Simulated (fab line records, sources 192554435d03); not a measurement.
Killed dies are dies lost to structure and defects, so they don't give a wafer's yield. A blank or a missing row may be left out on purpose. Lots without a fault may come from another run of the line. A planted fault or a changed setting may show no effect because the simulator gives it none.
fab line records | flow n5_finfet | part 2 of 2: steps 5 to 6 of 6
record lots=19 wafers=57 last_day=17
route steps=1938 shown BEOL_M9@1447 BEOL_M10@1484
lots that met no fault: from a run of the same line without faults
start_h: hours from the record's first day to the start of the lot's first wafer shown | wait_h: hours since the lot's step before | " the same as in the row above | L1.1+2: a row that stands for several wafers | - no value, or no start given | * or withheld: withheld | < > ~ a bound
route shown NAME@n: a module of which the file shows steps, and the number in the route of the first | usual: mean/standard deviation of fault-free wafers | same: alike in all rows | chamber/n: place in a boat | sites: the reading at each site | _std_site: their standard deviation | _edge_site: outer sites' mean less inner sites' | radius_mm: how far each site lies from the wafer's centre | mask NAME#n: copy n | behind: the tool/chamber that last shaped the wafer | hold: why the lot was held/for how many hours/how that ended | device: the transistor (n, p or np) that didn't switch | end of line: the same wafers' tests at the end of the route | a step without rows: its recipe alone | killed: dies lost to structure and defects at the first sort, not the wafer's yield | map: a wafer's dies, x killed, . not, _ none there
set.NAME: the setting as run; set.NAME@STEP: as run at that earlier step | model.NAME: the simulator's own value behind a step, which no gauge read
steps of the route over a sample of lots; a table a step, a row a wafer
services: from which hour (start_h, from the record's first day; less than 0 if before it) a tool's chamber was out of use, for how many hours, and why
## steps
# step N5_BEOL_M10_ETCH_65
# recipe chemistry=CF4 target=SiARC target_depth_a=390 mask_material=CAR-ArF time_s=65 ion_energy_ev=80 pressure_mtorr=40 source_w=545 bias_w=36 Ar_flow_sccm=100 cf4_flow_sccm=100 ends=cleared
# usual bias_w=36.01/0.11 drypump_motor_current_A=5.7/0.63 etch_rf_on_time_s=64.8/1.4 oes_product_au=0.70/0.058 rf_vpp_V=183.8/1.2 showerhead_plenum_p_Torr=2.12/0.077 throttle_valve_pct=15.61/0.2
# columns lot.wafer tool chamber start_h wait_h bias_w drypump_motor_current_A etch_rf_on_time_s oes_product_au rf_hours_counter_h rf_vpp_V showerhead_plenum_p_Torr throttle_valve_pct
L074.2 rie_diel-04 3 214.88 0.0 35.85 5.6 62.8 0.73 77 183.2 2.10 15.80
L074.3 " 1 " " 36.17 6.1 61.9 0.73 63 183.4 2.09 15.39
L074.4 " 3 " " 36.07 5.6 62.6 0.72 - 183.5 2.10 15.80
L075.1 rie_diel-03 2 221.43 0.0 35.98 4.8 63.8 0.74 47 183.9 2.09 15.20
L075.3 " 1 " " 35.99 6.6 65.5 0.58 242 183.3 2.03 15.94
L075.5 " 1 " " 35.99 6.6 65.1 0.58 - 183.3 2.03 15.95
L076.1 rie_diel-04 3 227.31 0.0 35.83 5.7 63.5 0.72 82 182.8 2.09 15.81
L076.2 " 2 " " 36.00 5.8 64.3 0.58 246 183.7 2.12 15.94
L076.5 " 1 " " 36.00 6.1 62.2 0.72 - 183.2 2.08 15.41
L077.1 rie_diel-06 0 237.93 0.0 35.91 5.2 66.2 0.69 82 184.5 2.10 15.66
L077.2 " 2 " " 36.05 5.4 66.8 0.58 243 183.5 2.03 15.91
L077.3 " 3 " " 36.15 6.7 66.1 0.77 31 184.3 2.09 15.55
L080.2 rie_diel-04 1 256.32 0.0 36.03 6.1 62.2 0.71 79 184.6 2.08 15.44
L080.4 " 3 " " 36.00 5.6 63.7 0.70 - 182.5 2.09 15.84
L080.5 " 1 " " 36.16 6.1 62.2 0.71 - 183.4 2.08 15.43
L079.1 rie_diel-04 0 257.95 0.0 35.90 5.5 66.4 0.62 164 183.9 2.06 15.67
L079.4 " 1 " " 36.02 6.1 62.5 0.71 - 184.2 2.08 15.43
L079.6 " 0 " " 35.85 5.5 66.6 0.61 - 183.6 2.05 15.67
L081.1 rie_diel-06 3 263.20 0.0 35.93 6.7 65.6 0.77 38 183.7 2.09 15.55
L081.2 " 1 " " 36.06 4.8 65.2 0.67 121 183.9 2.07 15.68
L081.3 " 2 " " 36.02 5.4 66.2 0.59 248 183.9 2.03 15.92
L082.1 rie_diel-04 1 275.22 0.0 35.99 6.1 62.0 0.71 87 183.5 2.08 15.44
L082.3 " 3 " " 35.85 5.7 64.3 0.69 102 182.7 2.09 15.86
L082.6 " 3 " " 36.08 5.7 64.2 0.69 - 184.2 2.09 15.86
L083.2 rie_diel-06 3 275.46 0.0 35.96 6.7 66.0 0.76 43 181.7 2.09 15.55
L083.5 " 3 " " 36.01 6.7 66.8 0.75 - 182.3 2.09 15.57
L083.6 " 1 " " 36.04 4.8 65.7 0.67 - 184.6 2.06 15.68
L084.3 rie_diel-04 3 290.63 0.0 36.14 5.7 63.4 0.68 107 183.6 2.09 15.86
L084.5 " 0 " " 35.98 5.5 65.5 0.61 - 183.5 2.05 15.70
L084.6 " 2 " " 36.00 5.8 61.7 0.81 - 183.0 2.11 15.46
L086.1 rie_diel-03 3 291.07 0.0 35.84 6.5 63.2 0.72 64 185.3 2.26 15.38
L086.3 " 1 " " 35.89 6.6 65.6 0.80 7 187.2 2.28 15.48
L086.4 " 0 " " 36.05 5.0 65.3 0.70 81 184.5 2.17 15.79
L087.2 rie_diel-04 0 295.02 0.0 36.13 5.5 66.5 0.60 179 182.8 2.05 15.72
L087.3 " 2 " " 36.22 5.8 62.7 0.80 10 184.7 2.11 15.46
L087.4 " 3 " " 36.01 5.7 64.9 0.68 - 182.5 2.09 15.87
L088.2 rie_diel-06 2 299.60 0.0 36.05 5.4 65.8 0.80 1 185.3 2.28 15.44
L088.5 " 2 " " 35.93 5.4 65.4 0.81 - 183.7 2.28 15.43
L088.6 " 3 " " 35.99 6.7 66.5 0.74 - 184.2 2.08 15.58
L089.2 rie_diel-03 1 321.30 0.0 35.97 6.6 66.0 0.79 16 184.7 2.28 15.49
L089.3 " 3 " " 36.08 6.5 63.6 0.71 74 184.7 2.25 15.40
L089.6 " 1 " " 36.29 6.5 65.7 0.79 - 185.6 2.28 15.48
L090.1 rie_diel-04 2 321.83 0.0 35.76 5.8 62.6 0.77 19 182.3 2.11 15.50
L090.2 " 3 " " 35.99 5.7 63.8 0.67 118 183.2 2.08 15.88
L090.3 " 1 " " 36.09 6.1 62.2 0.69 99 185.9 2.07 15.47
L091.2 rie_diel-04 1 323.32 0.0 36.34 6.2 63.0 0.69 100 184.0 2.07 15.48
L091.4 " 3 " " 36.01 5.7 64.8 0.68 119 182.3 2.08 15.89
L091.5 " 3 " " 36.06 5.6 64.7 0.68 - 183.6 2.08 15.89
L092.1 rie_diel-06 0 334.95 0.0 36.02 5.1 65.5 0.67 116 183.5 2.09 15.72
L092.4 " 1 " " 35.92 4.8 65.2 0.65 147 183.7 2.06 15.74
L092.6 " 0 " " 36.02 5.1 65.8 0.67 - 183.7 2.08 15.74
L093.1 rie_diel-03 1 347.12 0.0 36.25 6.6 66.0 0.76 26 185.5 2.27 15.51
L093.3 " 3 " " 36.08 6.5 63.7 0.70 83 186.3 2.25 15.41
L093.5 " 2 " " 35.92 4.8 63.8 0.70 - 183.4 2.07 15.30
L097.2 rie_diel-06 1 354.20 0.0 35.89 4.8 65.7 0.65 154 183.3 2.06 15.74
L097.3 " 3 " " 35.86 6.7 66.4 0.72 72 184.2 2.08 15.63
L097.6 " 0 " " 36.06 5.2 66.6 0.65 - 182.7 2.08 15.73
# step N5_BEOL_M10_VIA_ETCH_34
# recipe chemistry=C4F6/O2 target=SiCOH_lowk target_depth_a=1845 mask_material=SOC taper_deg=4 time_s=69.2 ion_energy_ev=250 pressure_mtorr=30 source_w=345 bias_w=185 Ar_flow_sccm=300 C4F6_flow_sccm=10 O2_flow_sccm=10
# usual bias_w=185.0/0.6 drypump_motor_current_A=5.7/0.64 oes_product_au=0.82/0.068 rf_vpp_V=662/11 showerhead_plenum_p_Torr=2.81/0.11 throttle_valve_pct=20.92/0.23
# columns lot.wafer tool chamber start_h wait_h bias_w drypump_motor_current_A oes_product_au rf_hours_counter_h rf_vpp_V showerhead_plenum_p_Torr throttle_valve_pct
L074.2 rie_diel-04 3 215.06 0.0 185.8 5.7 0.84 78 657 2.79 21.19
L074.3 " 1 " " 185.4 6.1 0.86 63 652 2.76 20.61
L074.4 " 3 " " 185.8 5.6 0.85 - 658 2.79 21.19
L075.1 rie_diel-03 2 221.61 0.0 184.9 4.8 0.88 47 680 2.76 20.38
L075.3 " 1 " " 185.1 6.6 0.67 243 641 2.71 21.26
L075.5 " 1 " " 184.8 6.6 0.67 - 640 2.71 21.26
L076.1 rie_diel-04 3 227.49 0.0 186.2 5.6 0.84 82 657 2.79 21.21
L076.2 " 2 " " 184.8 5.8 0.67 246 648 2.81 21.21
L076.5 " 1 " " 184.9 6.1 0.84 - 652 2.76 20.62
L077.1 rie_diel-06 0 238.10 0.0 185.9 5.2 0.81 82 671 2.78 21.04
L077.2 " 2 " " 184.5 5.4 0.69 243 651 2.70 21.19
L077.3 " 3 " " 184.0 6.7 0.90 31 657 2.77 20.85
L080.2 rie_diel-04 1 256.50 0.0 185.0 6.1 0.83 79 650 2.75 20.65
L080.4 " 3 " " 184.8 5.6 0.82 - 656 2.78 21.23
L080.5 " 1 " " 185.3 6.1 0.83 - 652 2.75 20.65
L079.1 rie_diel-04 0 258.12 0.0 184.9 5.5 0.73 164 660 2.72 20.90
L079.4 " 1 " " 185.0 6.1 0.83 - 650 2.75 20.64
L079.6 " 0 " " 184.3 5.5 0.73 - 659 2.72 20.91
L081.1 rie_diel-06 3 263.37 0.0 185.3 6.7 0.89 38 656 2.77 20.86
L081.2 " 1 " " 184.9 4.9 0.79 121 671 2.74 20.94
L081.3 " 2 " " 185.4 5.4 0.68 248 652 2.70 21.19
L082.1 rie_diel-04 1 275.40 0.0 184.9 6.1 0.81 87 649 2.75 20.65
L082.3 " 3 " " 183.6 5.6 0.81 102 655 2.78 21.23
L082.6 " 3 " " 184.0 5.7 0.81 - 657 2.78 21.23
L083.2 rie_diel-06 3 275.63 0.0 185.0 6.7 0.89 43 657 2.77 20.86
L083.5 " 3 " " 184.6 6.7 0.88 - 655 2.77 20.86
L083.6 " 1 " " 184.8 4.8 0.79 - 673 2.74 20.95
L084.3 rie_diel-04 3 290.80 0.0 184.3 5.6 0.81 107 657 2.77 21.24
L084.5 " 0 " " 184.4 5.5 0.72 - 658 2.71 20.91
L084.6 " 2 " " 184.9 5.8 0.94 - 649 2.81 20.82
L086.1 rie_diel-03 3 291.25 0.0 184.4 6.5 0.86 64 686 3.02 20.80
L086.3 " 1 " " 185.1 6.6 0.95 7 653 3.04 20.93
L086.4 " 0 " " 185.4 5.0 0.83 81 660 2.89 21.17
L087.2 rie_diel-04 0 295.19 0.0 184.6 5.5 0.71 180 660 2.71 20.91
L087.3 " 2 " " 185.3 5.8 0.94 11 649 2.81 20.82
L087.4 " 3 " " 185.1 5.6 0.80 - 658 2.77 21.23
L088.2 rie_diel-06 2 299.78 0.0 184.5 5.4 0.95 1 663 3.04 20.84
L088.5 " 2 " " 185.2 5.3 0.94 - 662 3.04 20.84
L088.6 " 3 " " 185.4 6.7 0.86 - 655 2.76 20.86
L089.2 rie_diel-03 1 321.48 0.0 185.6 6.6 0.91 16 651 3.04 20.92
L089.3 " 3 " " 184.9 6.5 0.83 74 685 3.02 20.81
L089.6 " 1 " " 185.7 6.6 0.92 - 652 3.04 20.91
L090.1 rie_diel-04 2 322.01 0.0 184.5 5.8 0.90 20 649 2.80 20.85
L090.2 " 3 " " 184.1 5.7 0.79 118 657 2.77 21.25
L090.3 " 1 " " 184.8 6.1 0.81 99 649 2.74 20.66
L091.2 rie_diel-04 1 323.50 0.0 184.5 6.2 0.80 100 651 2.74 20.65
L091.4 " 3 " " 183.7 5.7 0.79 119 656 2.77 21.26
L091.5 " 3 " " 184.0 5.7 0.79 - 656 2.77 21.26
L092.1 rie_diel-06 0 335.12 0.0 184.4 5.2 0.78 117 672 2.77 21.08
L092.4 " 1 " " 184.3 4.8 0.76 148 672 2.73 20.99
L092.6 " 0 " " 184.4 5.2 0.78 - 672 2.77 21.09
L093.1 rie_diel-03 1 347.29 0.0 186.0 6.5 0.89 26 652 3.03 20.93
L093.3 " 3 " " 185.4 6.5 0.82 83 685 3.01 20.84
L093.5 " 2 " " 185.3 4.8 0.81 - 678 2.74 20.45
L097.2 rie_diel-06 1 354.37 0.0 185.5 4.8 0.77 154 672 2.73 21.01
L097.3 " 3 " " 184.0 6.7 0.84 72 654 2.76 20.91
L097.6 " 0 " " 184.7 5.2 0.78 - 670 2.77 21.09
## services
# columns tool chamber start_h hours kind
rie_diel-04 2 239.29 - clean
rie_diel-04 2 239.29 - consumable_replace:focus_ring
rie_diel-04 2 239.29 25.0 scheduled_down
rie_diel-04 2 239.29 25.0 vent_cycle
rie_diel-03 1 241.09 - clean
rie_diel-03 1 241.09 - consumable_replace:focus_ring
rie_diel-03 1 241.09 - consumable_replace:showerhead
rie_diel-06 2 243.08 8.3 repair
rie_diel-06 2 268.31 - clean
rie_diel-06 2 268.31 - consumable_replace:focus_ring
rie_diel-06 2 268.31 - consumable_replace:showerhead
rie_diel-04 3 281.53 2.6 repair
rie_diel-05 3 291.67 - clean
rie_diel-05 3 291.67 - consumable_replace:focus_ring
rie_diel-04 - 311.41 0.7 repair
rie_diel-05 2 312.84 - clean
rie_diel-05 2 312.84 - consumable_replace:focus_ring
rie_diel-05 2 312.84 16.0 scheduled_down
rie_diel-05 2 312.84 16.0 vent_cycle
rie_diel-02 3 351.18 - clean
rie_diel-02 3 351.18 - consumable_replace:focus_ring
rie_diel-02 3 351.18 - consumable_replace:showerhead
rie_diel-02 3 351.18 16.0 scheduled_down
rie_diel-02 3 351.18 16.0 vent_cycle
